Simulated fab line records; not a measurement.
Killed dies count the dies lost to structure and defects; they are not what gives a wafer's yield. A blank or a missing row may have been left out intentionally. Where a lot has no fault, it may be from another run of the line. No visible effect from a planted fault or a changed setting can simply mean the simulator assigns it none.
Matching of chambers | flow n5_finfet | rie_diel-05 running N5_FIN_SAQP_STRIP_55: 4 sister chambers
The step strips in N2/H2. 8 wafers are shown with their chamber, then 7 later ones without.

## WAFERS WITH THEIR CHAMBER
wafer  | chamber | showerhead_plenum_p_Torr (Torr) | drypump_motor_current_A (A)
L079.2 | 3       | 3.16                            | 6.7
L081.6 | 3       | 3.15                            | 6.8
L088.1 | 1       | 3.19                            | 6.2
L088.5 | 1       | 3.19                            | 6.2
L089.2 | 0       | 3.53                            | 5.7
L089.5 | 2       | 3.44                            | 5.8
L090.2 | 0       | 3.53                            | 5.7
L090.3 | 2       | 3.44                            | 5.8

## WAFERS WHOSE CHAMBER IS MISSING
wafer  | showerhead_plenum_p_Torr (Torr) | drypump_motor_current_A (A)
L090.6 | 3.53                            | 5.7
L095.1 | 3.43                            | 5.8
L095.3 | 3.60                            | 6.2
L095.6 | 3.60                            | 6.2
L096.1 | 3.43                            | 5.8
L096.5 | 3.52                            | 5.7
L096.6 | 3.60                            | 6.2

## EACH ONE'S CHAMBER
wafer  | from the rows above | in truth
L090.6 | 0                   | 0
L095.1 | 2                   | 2
L095.3 | 0                   | 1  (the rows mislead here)
L095.6 | 0                   | 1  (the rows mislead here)
L096.1 | 2                   | 2
L096.5 | 0                   | 0
L096.6 | 0                   | 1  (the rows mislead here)
Correct placement for 4 of the 7. Number that these rows cannot place: 0. 3 placed wrongly.
How it was worked out, from the rows above alone: a wafer's distance from a chamber is the root of the sum, over the readings, of the square of ((its reading less the chamber's mean) divided by the reading's scatter). If the next closest chamber is less than 2 further off than the closest, the wafer can't be placed; otherwise it belongs to the closest. The mean given for a chamber averages the wafers shown for that chamber. The scatter: take each reading less its chamber's mean, square it, sum over the shown wafers, divide by the number of wafers less the number of chambers, and take the root.
